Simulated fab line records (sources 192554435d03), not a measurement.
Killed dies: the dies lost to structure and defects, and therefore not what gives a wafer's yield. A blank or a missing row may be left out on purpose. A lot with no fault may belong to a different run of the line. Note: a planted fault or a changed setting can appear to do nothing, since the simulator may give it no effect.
Struck lot and sound lot, side by side    flow n5Finfet    41 out of 1938 route steps
Sound: the wafers L890.2, L890.3, L890.4. Wafers struck: L902.4, L902.5, L902.6. Last of all comes the cause.
Each step with rows lists, per side, the tool, then ch with its chambers, then its first start. Under that, the readings that differ: sound wafers    struck wafers    difference of the means    sigmas: that difference in standard deviations of wafers without a fault.
alike: same words and numbers on both sides, and readings whose means sit less than 2 such deviations apart. not compared: any withheld reading, any reading some wafer has no value for, any bound like >300 that may hide the same value, and any number with overlapping values for which the record gives no deviation.
A row with sigmas, a row that says differs or no value, or rows on one side alone: a step with any of these is where the two part. Numbers that don't overlap but have no deviation are shown without sigmas and don't part them. Lack of a reading on every wafer of one side parts them only where that side has two or more wafers.

first, 1 step without rows for these wafers: N5_BEOL_M4_ANNEAL_82 (time 240 s).
N5_BEOL_M4_SPUTTER_86: material Cu, target thk 4.5 nm, time 8.29 s.
  struck on pvdSputter-02, day 11 16:22; sound on pvdSputter-02, day 8 08:25
  alike: substrateTempC, throttleValvePct
then, 2 steps without rows for these wafers: N5_BEOL_M4_ANNEAL_87 (time 240 s); N5_BEOL_M4_SPUTTER_88 (material Cu, target thk 4.5 nm, time 8.29 s).
N5_BEOL_M4_ANNEAL_89: time 240 s.
  struck on pvdSputter-02, day 11 16:40; sound on pvdSputter-02, day 8 08:43
  alike: heaterPowerW
N5_BEOL_M4_SPUTTER_90: material Cu, target thk 4.5 nm, time 8.29 s.
  struck on pvdSputter-02, day 11 16:48; sound on pvdSputter-02, day 8 08:52
  alike: substrateTempC, throttleValvePct
then, 6 steps without rows for these wafers: N5_BEOL_M4_ANNEAL_91 (time 240 s); N5_BEOL_M4_SPUTTER_92 (material Cu, target thk 4.5 nm, time 8.29 s); N5_BEOL_M4_ANNEAL_93 (time 240 s); N5_BEOL_M4_SPUTTER_94 (material Cu, target thk 4.5 nm, time 8.29 s); N5_BEOL_M4_ANNEAL_95 (time 240 s); N5_BEOL_M4_SPUTTER_96 (material Cu, target thk 4.5 nm, time 8.29 s).
N5_BEOL_M4_ECD_50: material Cu, target thk 300 nm.
  sound on ecdCu-02 ch 0,1, day 8 09:38; struck on ecdCu-02 ch 0,1, day 11 17:36
N5_BEOL_M4_ANNEAL_51: time 90 s.
  sound on rtpAnneal-02 ch 0, day 8 09:46; struck on rtpAnneal-02 ch 0, day 11 17:47
  alike: wafer_temp_C_max
then, 1 step without rows for these wafers: N5_BEOL_M4_CMP_52 (polishes, stops on SiOC, t overpolish 6.8 s, target thk 40 nm).
N5_BEOL_M4_THK_MEAS_53: measures by xrf.
  struck on filmMetro-01, day 11 18:15; sound on filmMetro-02, day 8 10:19
  alike: M4_THK
then, 3 steps without rows for these wafers: N5_BEOL_M4_PRE_CLEAN_60 (time 15 s); N5_BEOL_M4_CO_CAP_55 (material Co, precursor CCTBA/H2, target thk 2 nm, time 102.1 s); N5_BEOL_M4_PRE_CLEAN_56 (time 15 s).
N5_BEOL_M4_DEP_57: deposits SiCN from 3MS/NH3, target thk 8 nm, time 14 s.
  sound on pecvd-01 ch 0,1, day 8 10:31; struck on pecvd-03 ch 0,1,2, day 11 18:28
reading               sound         struck       difference  sigmas
throttleValvePct (%)  9.6 10.0 9.7  8.7 8.7 8.7  -1.1        -3
  alike: showerheadPlenumPTorr
N5_BEOL_M4_RS_MEAS_58: measures by four-point-probe.
  struck on filmMetro-02, day 11 18:31; sound on filmMetro-02, day 8 10:35
  alike: M4_RS
N5_BEOL_M4_RC_MEAS_101:
  sound on prober-01 ch 0, day 8 10:47; struck on prober-02 ch 0, day 11 19:02
reading         sound           struck          difference  sigmas
DIBL_N (mV/V)   33.2 31.7 34.6  38.6 37.7 38.1  +5.0        +2
DIBL_P (mV/V)   33.3 33.4 33.1  40.0 37.5 40.1  +5.9        +2
IOFF_N (nA/um)  0.11 0.09 0.12  0.23 0.20 0.22  +0.11       +3
IOFF_P (nA/um)  0.14 0.14 0.13  0.27 0.23 0.29  +0.13       +2
SS_P (mV/dec)   72.2 72.1 72.3  73.7 74.2 74.0  +1.8        +2
VT_N (mV)       254 259 257     245 247 245     -11         -3
VT_P (mV)       -258 -257 -260  -246 -246 -243  +13         +3
  alike: ION_N, ION_P, SS_N
then, 2 steps without rows for these wafers: N5_BEOL_M5_ILD_DEP_00 (deposits SiCOH lowk from DEMS/porogen, target thk 140.64 nm, time 25.9 s); N5_BEOL_M5_CURE_79 (cures SiCOH lowk, time 240 s).
N5_BEOL_M5_THK_MEAS_01:
  struck on filmMetro-02, day 11 20:07; sound on filmMetro-01, day 8 12:10
  alike: M5_ILD_THK
then, 11 steps without rows for these wafers: N5_BEOL_M5_PECVD_70 (deposits SiO2 from TEOS/O2, target thk 16 nm, time 18 s); N5_BEOL_M5_HM_DEP_02 (deposits TiN, target thk 20 nm); N5_BEOL_M5_COAT_59 (time 60 s, resist thk 60 nm); N5_BEOL_M5_COAT_60 (time 60 s, resist thk 12 nm); N5_BEOL_M5_COAT_71 (time 60 s, resist thk 5 nm); N5_BEOL_M5_COAT_05 (resist thk 30 nm); N5_BEOL_M5_EBR_07; N5_BEOL_M5_SOFTBAKE_06 (time 60 s); N5_BEOL_M5_EXPOSE_08 (exposes mask M5, target cd 28 nm); N5_BEOL_M5_PEB_09 (peb time 60 s); N5_BEOL_M5_DEVELOP_10 (develop time 30 s).
N5_BEOL_M5_CD_MEAS_11: target cd 27.74 nm.
  sound on cdSem-01 ch 0, day 8 13:21; struck on cdSem-02 ch 0, day 11 21:05
  alike: cdNm
N5_BEOL_M5_OVL_MEAS_12:
  sound on overlay-02 ch 0, day 8 13:23; struck on overlay-02 ch 0, day 11 21:07
  alike: M5_OVL
then, 2 steps without rows for these wafers: N5_BEOL_M5_DESCUM_16 (chemistry O2, time 7 s); N5_BEOL_M5_ETCH_72 (etches underlayer in N2/H2, target depth 6.5 nm, time 5.2 s).
-- a jump in the record: the struck wafers' starts before and after are 4 days apart (it breaks off in module BEOL_M5 and resumes in module PASSIVATION, where the first step shown is number 1936 of the route) --
N5_PASSIVATION_PROBE_49:
  struck on prober-01, day 16 05:46; sound on prober-01, day 13 02:56
reading                  sound           struck          difference  sigmas
defectLimitedYield (%)   91.6 92.1 92.7  59.5 59.4 61.0  -32.2       -23
killed_at_M4_up          13 7 6          415 404 383     +392        +73
killedDies               99 93 86        478 479 460     +380        +24
killedOnRim              13 10 6         62 62 66        +54         +13
sort_bin_5_function (%)  3.7 4.7 5.3     25.6 25.0 23.2  +20.0       +22
sort_bin_6_memory (%)    4.4 3.0 1.9     13.1 13.3 13.4  +10.2       +15
sortNPass                1081 1087 1091  702 701 720     -379        -22
  alike: killed_at_M0_to_M3, killedAtContacts, killedAtFrontEnd, killedAtOther, killedOpen, killedShort, sort_bin_4_leakage, sort_bin_8_speed

== WHERE THEY PART ==
At N5_BEOL_M4_DEP_57 first; at N5_PASSIVATION_PROBE_49 last (within this record only).

WHY: the cause the simulator had injected
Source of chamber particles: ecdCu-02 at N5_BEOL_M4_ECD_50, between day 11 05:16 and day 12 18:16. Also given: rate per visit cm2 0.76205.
